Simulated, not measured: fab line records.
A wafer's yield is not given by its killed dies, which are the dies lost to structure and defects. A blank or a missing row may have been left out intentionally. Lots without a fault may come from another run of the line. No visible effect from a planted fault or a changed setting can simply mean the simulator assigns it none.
fab line records	flow nand-harc	part 2 of 2: steps 30 to 33 of 33
record lots=5	wafers=15	last-day=25
route steps=1159 shown A_ONON_D1@434 A_CHANNEL_HOLE_D1@450
lots untouched by any fault: they come from a run of this same line in which no faults occurred
start-h: hours from the record's first day to the start of the lot's first wafer shown	wait-h: hours since the lot's step before	" the same as in the row above	L1.1+2: a single row standing in for several wafers	- no value, or no start given	* or withheld: withheld	< > ~ a bound
route shown NAME@n: NAME is a module with steps in the file, n the number in the route of the first one	usual: mean and standard deviation over wafers with no fault	same: alike in all rows	chamber/n: place in a boat	sites: readings site by site	_std_site: how widely they spread, as a standard deviation	_edge_site: outer sites' mean less inner sites'	radius-mm: how far each site lies from the wafer's centre	mask NAME#n: copy n	behind: the tool/chamber that last shaped the wafer	hold: why the lot went on hold/how many hours it stayed there/how the hold came to an end	device: which transistor (n, p or np) failed to switch	end of line: tests run on the same wafers once the route is complete	for a step that has no rows: nothing shown but its recipe	killed: not the wafer's yield, but the dies lost to structure and defects at the first sort	map: per-die view of a wafer (x killed, . not killed, _ where there is no die)
set.NAME: the setting the step ran with; set.NAME@STEP: the setting that earlier step ran with	model.NAME: the simulator's own value behind a step, which no gauge read
lots seen at some steps along the route; tables by step, rows by wafer
services: a tool's chamber out of use, with start hour (start-h, from the record's first day; less than 0 if before it), hours out, and reason
## steps
# step NHARC_A_CHANNEL_HOLE_D1_DESCUM_15
# recipe time-s=3	o2-flow-sccm=200	ar-flow-sccm=0	bias-power-w=0	chemistry=O2
# usual chamber-pressure-mTorr=59.99/0.05	drypump-motor-current-A=5.78/0.25	mfc-ar-sccm=0.009/0.0095	oes-product-au=1.003/0.014	rf-vpp-V=57.8/0.93	showerhead-plenum-p-Torr=1.91/0.091	throttle-valve-pct=11.311/0.0087
# same time-s=3
lot.wafer	tool	chamber	start-h	wait-h	chamber-pressure-mTorr	drypump-motor-current-A	mfc-ar-sccm	oes-product-au	rf-hours-counter-h	rf-vpp-V	showerhead-plenum-p-Torr	throttle-valve-pct
L075.3	rie-diel-07	1	183.88	0.1	59.96	5.92	0.016	1.004	8	56.6	1.84	11.302
L075.1	"	2	"	"	59.95	6.11	0.010	0.985	10	57.0	1.93	11.308
L075.6	"	2	"	"	59.95	6.06	0.010	0.990	-	57.3	1.93	11.309
L081.1	rie-diel-11	0	212.75	0.1	59.89	5.78	0	1.000	1	58.7	1.85	11.341
L081.3	"	1	"	"	59.97	5.82	0	1.002	1	58.0	1.96	11.311
L081.6	"	2	"	"	60.09	5.53	0.004	1.006	-	55.9	1.81	11.301
L080.4	rie-diel-07	2	212.91	0.1	59.96	6.11	0.010	0.990	13	57.7	1.93	11.305
L080.2	"	3	"	"	60.03	6.28	0.010	1.010	11	55.9	1.79	11.332
L080.3	"	0	"	"	60.04	5.63	0	0.992	10	58.4	1.91	11.315
L085.4	rie-diel-09	0	239.96	0.1	60.07	5.79	0.013	1.025	11	58.4	2.06	11.306
L085.2	"	1	"	"	60.01	5.63	0.030	1.000	11	57.2	1.84	11.316
L085.3	"	2	"	"	60.07	5.73	0.004	0.980	10	56.4	1.86	11.305
L097.1	rie-diel-07	1	323.41	0.1	60.04	5.96	0.016	1.017	6	57.5	1.83	11.305
L097.3	"	2	"	"	60.00	6.05	0.010	1.008	7	58.1	1.93	11.307
L097.6	"	1	"	"	59.92	5.95	0.016	1.002	-	58.1	1.83	11.308
# step NHARC_A_CHANNEL_HOLE_D1_ETCH_38
# recipe target-depth-a=390	over-etch-frac=0.3	time-s=65	ion-energy-ev=80	cf4-flow-sccm=150	ar-flow-sccm=0	rf-w=300	bias-w=100	chemistry=CF4
# usual chamber-pressure-mTorr=50.00/0.045	drypump-motor-current-A=5.79/0.24	mfc-ar-sccm=0.009/0.0095	oes-product-au=1.003/0.013	rf-vpp-V=151.1/1.1	showerhead-plenum-p-Torr=1.76/0.074	throttle-valve-pct=13.284/0.0083
# same time-s=65
lot.wafer	tool	chamber	start-h	wait-h	chamber-pressure-mTorr	drypump-motor-current-A	mfc-ar-sccm	oes-product-au	rf-hours-counter-h	rf-vpp-V	showerhead-plenum-p-Torr	throttle-valve-pct
L075.3	rie-diel-07	3	183.98	0.1	49.94	6.25	0.010	1.011	9	150.0	1.66	13.284
L075.1	"	1	"	"	50.00	5.94	0.016	1.000	8	150.2	1.70	13.304
L075.6	"	1	"	"	50.08	5.97	0.016	1.000	-	150.7	1.70	13.280
L081.1	rie-diel-11	0	212.85	0.1	50.12	5.81	0	1.010	1	151.1	1.71	13.283
L081.3	"	2	"	"	49.93	5.52	0.004	1.002	1	151.1	1.68	13.291
L081.6	"	2	"	"	49.99	5.54	0.004	0.995	-	149.8	1.68	13.298
L080.3	rie-diel-07	0	213.00	0.1	49.97	5.61	0	0.990	10	151.1	1.77	13.286
L080.2	"	1	"	"	50.02	5.95	0.016	1.006	11	151.6	1.70	13.283
L080.4	"	2	"	"	50.00	6.06	0.010	0.982	13	151.6	1.78	13.277
L085.3	rie-diel-09	3	240.04	0.1	50.01	5.30	0.031	1.008	10	152.3	1.89	13.276
L085.4	"	0	"	"	49.92	5.84	0.013	1.031	11	152.9	1.89	13.301
L085.2	"	1	"	"	49.95	5.62	0.030	1.015	11	150.1	1.70	13.277
L097.1	rie-diel-07	3	323.49	0.1	50.02	6.25	0.010	0.995	7	149.7	1.66	13.292
L097.3	"	1	"	"	50.03	5.98	0.016	1.009	6	151.2	1.70	13.278
L097.6	"	2	"	"	50.02	6.02	0.010	1.009	-	150.8	1.78	13.288
# step NHARC_A_CHANNEL_HOLE_D1_ETCH_39
# recipe target-depth-a=2600	over-etch-frac=0.3	time-s=325	ion-energy-ev=200	n2-flow-sccm=150	h2-flow-sccm=150	ar-flow-sccm=0	rf-w=400	bias-w=150	chemistry=N2/H2
# usual chamber-pressure-mTorr=30.000/0.026	drypump-motor-current-A=5.78/0.25	mfc-ar-sccm=0.009/0.0095	oes-product-au=1.001/0.013	rf-vpp-V=430.4/2.8	showerhead-plenum-p-Torr=2.03/0.098	throttle-valve-pct=14.172/0.0094
# same time-s=325
lot.wafer	tool	chamber	start-h	wait-h	chamber-pressure-mTorr	drypump-motor-current-A	mfc-ar-sccm	oes-product-au	rf-hours-counter-h	rf-vpp-V	showerhead-plenum-p-Torr	throttle-valve-pct
L075.3	rie-diel-07	1	-	-	30.018	5.94	0.016	1.002	8	428.0	1.96	14.196
L075.1	"	2	"	"	29.987	6.06	0.010	0.981	11	431.4	2.06	14.184
L075.6	"	2	"	"	30.018	6.05	0.010	0.990	-	431.7	2.06	14.159
L081.3	rie-diel-11	0	-	-	29.997	5.81	0	1.010	1	428.3	1.97	14.185
L081.1	"	2	"	"	30.002	5.51	0.004	1.000	1	427.6	1.93	14.165
L081.6	"	1	"	"	30.021	5.86	0	1.006	-	432.7	2.09	14.164
L080.2	rie-diel-07	2	-	-	30.025	6.04	0.010	0.987	13	431.8	2.06	14.165
L080.3	"	3	"	"	29.959	6.27	0.010	1.006	11	426.4	1.90	14.184
L080.4	"	0	"	"	29.997	5.64	0	0.996	10	431.0	2.04	14.160
L085.3	rie-diel-09	3	-	-	30.017	5.31	0.031	0.990	10	436.3	2.20	14.184
L085.2	"	0	"	"	29.978	5.81	0.013	1.031	11	435.0	2.20	14.172
L085.4	"	1	"	"	29.999	5.61	0.030	0.991	11	428.9	1.95	14.169
L097.3	rie-diel-07	2	-	-	30.000	6.05	0.010	0.995	7	430.5	2.05	14.172
L097.1	"	0	"	"	29.983	5.63	0	0.962	7	430.8	2.03	14.177
L097.6	"	2	"	"	29.999	6.06	0.010	0.993	-	431.9	2.05	14.176
# step NHARC_A_CHANNEL_HOLE_D1_ETCH_34
# recipe target-depth-a=1540	time-s=77	cf4-flow-sccm=100	chf3-flow-sccm=30	ar-flow-sccm=0	rf-w=500	bias-w=200	chemistry=CF4/CHF3
# usual chamber-pressure-mTorr=24.995/0.022	drypump-motor-current-A=5.80/0.26	mfc-ar-sccm=0.009/0.0093	oes-product-au=0.950/0.027	rf-vpp-V=370.1/2.4	showerhead-plenum-p-Torr=1.56/0.07	throttle-valve-pct=16.804/0.0094
# same time-s=77
lot.wafer	tool	chamber	start-h	wait-h	chamber-pressure-mTorr	drypump-motor-current-A	mfc-ar-sccm	oes-product-au	rf-hours-counter-h	rf-vpp-V	showerhead-plenum-p-Torr	throttle-valve-pct
L075.3	rie-diel-07	1	-	-	24.989	5.93	0.016	0.933	9	369.8	1.51	16.805
L075.1	"	3	"	"	25.005	6.26	0.010	0.928	9	365.5	1.48	16.824
L075.6	"	3	"	"	25.024	6.25	0.010	0.913	-	367.2	1.48	16.812
L081.3	rie-diel-11	2	-	-	24.995	5.51	0.004	0.973	1	369.3	1.50	16.802
L081.1	"	0	"	"	24.932	5.79	0	0.978	1	369.7	1.52	16.803
L081.6	"	0	"	"	24.991	5.81	0	0.977	-	369.1	1.52	16.822
L080.3	rie-diel-07	3	-	-	24.986	6.27	0.010	0.941	11	366.2	1.47	16.798
L080.4	"	0	"	"	24.972	5.63	0	0.926	10	370.7	1.57	16.805
L080.2	"	2	"	"	24.989	6.09	0.010	0.915	13	371.8	1.59	16.795
L085.3	rie-diel-09	0	-	-	24.948	5.81	0.013	0.943	11	373.4	1.69	16.821
L085.4	"	2	"	"	24.994	5.71	0.004	0.910	10	369.6	1.53	16.814
L085.2	"	3	"	"	25.015	5.32	0.031	0.924	10	373.4	1.69	16.803
L097.3	rie-diel-07	3	-	-	25.014	6.28	0.010	0.956	7	367.4	1.47	16.813
L097.1	"	0	"	"	25.008	5.63	0	0.933	7	369.4	1.57	16.814
L097.6	"	3	"	"	24.991	6.27	0.010	0.966	-	365.5	1.47	16.810
## services
tool	chamber	start-h	hours	kind
pecvd-onon-03	-	153.00	13.0	pm
rie-diel-09	2	164.67	4.8	repair
arfi-scanner-01	-	171.08	0.5	repair
rie-diel-07	0	179.41	14.2	repair
rie-diel-09	-	186.22	0.4	repair
rie-diel-11	-	189.50	9.0	pm
pecvd-onon-01	-	195.00	13.0	pm
arfi-scanner-01	-	196.00	4.0	pm
rie-diel-11	-	203.96	0.5	repair
rie-diel-11	3	208.09	6.0	repair
rie-diel-07	-	228.20	9.0	pm
pecvd-01	-	237.32	13.0	pm
rie-diel-09	-	254.10	9.0	pm
rie-diel-11	1	255.79	5.6	repair
pecvd-03	-	260.87	1.9	repair
litho-track-01	-	268.00	7.0	pm
rie-diel-09	3	291.52	14.5	repair
litho-track-06	-	292.00	7.0	pm
pecvd-onon-02	-	292.00	13.0	pm
pecvd-03	-	292.08	13.0	pm
rie-diel-11	2	293.77	1.6	repair
rie-diel-07	1	296.98	9.8	repair
rie-diel-11	2	307.73	12.1	repair
litho-track-04	-	316.00	7.0	pm
